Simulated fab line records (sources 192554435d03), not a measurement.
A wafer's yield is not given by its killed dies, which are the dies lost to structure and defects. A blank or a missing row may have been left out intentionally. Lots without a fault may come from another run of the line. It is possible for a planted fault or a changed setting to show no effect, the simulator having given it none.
Split-lot experiment / flow n5_finfet / on a route of 1938 steps: 7 lots, 21 wafers read

## THE SPLIT ITSELF
At N5_MOL_CONTACT_COAG_CVD_140 (deposits W, target thk 66.5 nm, time 215 s), the setting target_thk_a was moved away from the recipe's 665 angstrom on 7 of the 21 wafers read, by -13.3% to +11.9%. For the rest of the wafers, this setting stayed at what the recipe calls for.

The split's own step is where the reading is taken.

## THE READING
W_of_MOL_CONTACT_COAG_CVD_140.thk_nm (the simulator's own value, which no gauge read), in nm, at N5_MOL_CONTACT_COAG_CVD_140 (deposits W, target thk 66.5 nm, time 215 s). There is no usual value for it anywhere in the file. Across the 14 wafers here that went through the recipe, the average is 66.7 nm and the standard deviation 0.61 nm.

wafer=L078.2; tool, chamber at the split=cvd_w-02, 1; target_thk_a as run, angstrom=665; against the recipe=recipe; W_of_MOL_CONTACT_COAG_CVD_140.thk_nm, nm=66.6; against lot-mates on the recipe=-
wafer=L078.3; tool, chamber at the split=cvd_w-02, 1; target_thk_a as run, angstrom=618; against the recipe=-7.1%; W_of_MOL_CONTACT_COAG_CVD_140.thk_nm, nm=62.8; against lot-mates on the recipe=-3.8
wafer=L078.5; tool, chamber at the split=cvd_w-02, 1; target_thk_a as run, angstrom=618; against the recipe=-7.1%; W_of_MOL_CONTACT_COAG_CVD_140.thk_nm, nm=61.8; against lot-mates on the recipe=-4.8
wafer=L085.1; tool, chamber at the split=cvd_w-02, 0; target_thk_a as run, angstrom=665; against the recipe=recipe; W_of_MOL_CONTACT_COAG_CVD_140.thk_nm, nm=67; against lot-mates on the recipe=-
wafer=L085.4; tool, chamber at the split=cvd_w-02, 0; target_thk_a as run, angstrom=594.8; against the recipe=-10.6%; W_of_MOL_CONTACT_COAG_CVD_140.thk_nm, nm=60; against lot-mates on the recipe=-6.6
wafer=L085.5; tool, chamber at the split=cvd_w-02, 1; target_thk_a as run, angstrom=665; against the recipe=recipe; W_of_MOL_CONTACT_COAG_CVD_140.thk_nm, nm=66.2; against lot-mates on the recipe=-
wafer=L086.1; tool, chamber at the split=cvd_w-02, 0,1; target_thk_a as run, angstrom=665; against the recipe=recipe; W_of_MOL_CONTACT_COAG_CVD_140.thk_nm, nm=66.2; against lot-mates on the recipe=-
wafer=L086.5; tool, chamber at the split=cvd_w-02, 0,1; target_thk_a as run, angstrom=665; against the recipe=recipe; W_of_MOL_CONTACT_COAG_CVD_140.thk_nm, nm=66.2; against lot-mates on the recipe=-
wafer=L086.6; tool, chamber at the split=cvd_w-02, 0; target_thk_a as run, angstrom=576.3; against the recipe=-13.3%; W_of_MOL_CONTACT_COAG_CVD_140.thk_nm, nm=57.6; against lot-mates on the recipe=-8.6
wafer=L092.1; tool, chamber at the split=cvd_w-02, 0; target_thk_a as run, angstrom=634.6; against the recipe=-4.6%; W_of_MOL_CONTACT_COAG_CVD_140.thk_nm, nm=63.6; against lot-mates on the recipe=-3.2
wafer=L092.4; tool, chamber at the split=cvd_w-02, 0; target_thk_a as run, angstrom=665; against the recipe=recipe; W_of_MOL_CONTACT_COAG_CVD_140.thk_nm, nm=66.8; against lot-mates on the recipe=-
wafer=L092.6; tool, chamber at the split=cvd_w-02, 0; target_thk_a as run, angstrom=634.6; against the recipe=-4.6%; W_of_MOL_CONTACT_COAG_CVD_140.thk_nm, nm=64; against lot-mates on the recipe=-2.8
wafer=L093.2; tool, chamber at the split=cvd_w-02, 1; target_thk_a as run, angstrom=665; against the recipe=recipe; W_of_MOL_CONTACT_COAG_CVD_140.thk_nm, nm=65.4; against lot-mates on the recipe=-
wafer=L093.4; tool, chamber at the split=cvd_w-02, 1; target_thk_a as run, angstrom=665; against the recipe=recipe; W_of_MOL_CONTACT_COAG_CVD_140.thk_nm, nm=66.6; against lot-mates on the recipe=-
wafer=L093.6; tool, chamber at the split=cvd_w-02, 1; target_thk_a as run, angstrom=665; against the recipe=recipe; W_of_MOL_CONTACT_COAG_CVD_140.thk_nm, nm=66.4; against lot-mates on the recipe=-
wafer=L094.2; tool, chamber at the split=cvd_w-01, 1; target_thk_a as run, angstrom=665; against the recipe=recipe; W_of_MOL_CONTACT_COAG_CVD_140.thk_nm, nm=67.6; against lot-mates on the recipe=-
wafer=L094.6; tool, chamber at the split=cvd_w-01, 1; target_thk_a as run, angstrom=665; against the recipe=recipe; W_of_MOL_CONTACT_COAG_CVD_140.thk_nm, nm=67.6; against lot-mates on the recipe=-
wafer=L094.3; tool, chamber at the split=cvd_w-01, 1; target_thk_a as run, angstrom=743.9; against the recipe=+11.9%; W_of_MOL_CONTACT_COAG_CVD_140.thk_nm, nm=75.2; against lot-mates on the recipe=+7.6
wafer=L096.1; tool, chamber at the split=cvd_w-02, 0; target_thk_a as run, angstrom=665; against the recipe=recipe; W_of_MOL_CONTACT_COAG_CVD_140.thk_nm, nm=67.2; against lot-mates on the recipe=-
wafer=L096.2; tool, chamber at the split=cvd_w-02, 1; target_thk_a as run, angstrom=665; against the recipe=recipe; W_of_MOL_CONTACT_COAG_CVD_140.thk_nm, nm=66.2; against lot-mates on the recipe=-
wafer=L096.3; tool, chamber at the split=cvd_w-02, 0; target_thk_a as run, angstrom=665; against the recipe=recipe; W_of_MOL_CONTACT_COAG_CVD_140.thk_nm, nm=67.4; against lot-mates on the recipe=-
Rows listing several chambers each stand for several wafers; the file does not say which wafer went through which chamber.

THE FIT
A straight line over all 21 wafers: W_of_MOL_CONTACT_COAG_CVD_140.thk_nm changes by +0.672 nm for each +1% of target_thk_a; r = +0.99; the points scatter about the line by 0.58 nm.
The same after taking each lot's own level away (the mean of its wafers on the recipe; 21 wafers): +0.635 nm for each +1%; r = +0.99; scatter 0.38 nm.
Per that fit: largest target_thk_a move, reading shift of 8.5 nm.
Measured against the standard deviation above, the lots' own levels, which go from 66.13 to 67.60 nm, span 2.4 times it.
The two slopes agree, so the slope changes little with the lot-to-lot level.
Check: for one of the wafers moved furthest among these (-13.3%), held out of the fit, the line's prediction against its lot-mates is -8.4 nm. It came out at -8.6 nm against them.

## THE OTHER SPLITS THESE WAFERS WENT THROUGH
These wafers also went through other splits before the reading. Each is held against what the fit with the lots' levels taken away leaves over:
other split on the same wafers=N5_ILD0_ALD_15 ald_cycles; wafers away from the commonest value=4; r with W_of_MOL_CONTACT_COAG_CVD_140.thk_nm (lot level and that fit taken away)=-0.13
other split on the same wafers=N5_SDB_ALD_29 ald_cycles; wafers away from the commonest value=3; r with W_of_MOL_CONTACT_COAG_CVD_140.thk_nm (lot level and that fit taken away)=+0.19
other split on the same wafers=N5_GATE_CUT_ALD_22 ald_cycles; wafers away from the commonest value=5; r with W_of_MOL_CONTACT_COAG_CVD_140.thk_nm (lot level and that fit taken away)=-0.39
other split on the same wafers=N5_MOL_CONTACT_COAG_COAT_104 spin_rpm; wafers away from the commonest value=5; r with W_of_MOL_CONTACT_COAG_CVD_140.thk_nm (lot level and that fit taken away)=-0.33
other split on the same wafers=N5_MOL_CONTACT_COAG_ETCH_105 bias_w; wafers away from the commonest value=5; r with W_of_MOL_CONTACT_COAG_CVD_140.thk_nm (lot level and that fit taken away)=-0.05

## THE WHOLE CHAIN: every reading that the file lists as answering this split, in the file's order
step=N5_MOL_CONTACT_COAG_CVD_140; what it does=deposits W, target thk 66.5 nm, time 215 s; reading=W_of_MOL_CONTACT_COAG_CVD_140.thk_nm (the simulator's own value, which no gauge read); change (the file's fit)=+0.636 nm for each +1% of the setting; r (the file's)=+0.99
step=N5_MOL_CONTACT_COAG_CMP_52; what it does=polishes, stops on SiO2, t overpolish 1.5 s, target thk 66.5 nm; reading=W_of_MOL_CONTACT_COAG_CVD_140.thk_nm (the simulator's own value, which no gauge read); change (the file's fit)=not straight: 57.6 at the lowest setting, 66.31 at the recipe, 65.4 at the highest; r (the file's)=not given

## THE FILE'S OWN FIT
W_of_MOL_CONTACT_COAG_CVD_140.thk_nm changes by +0.636 nm for each +1% of target_thk_a, r = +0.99.
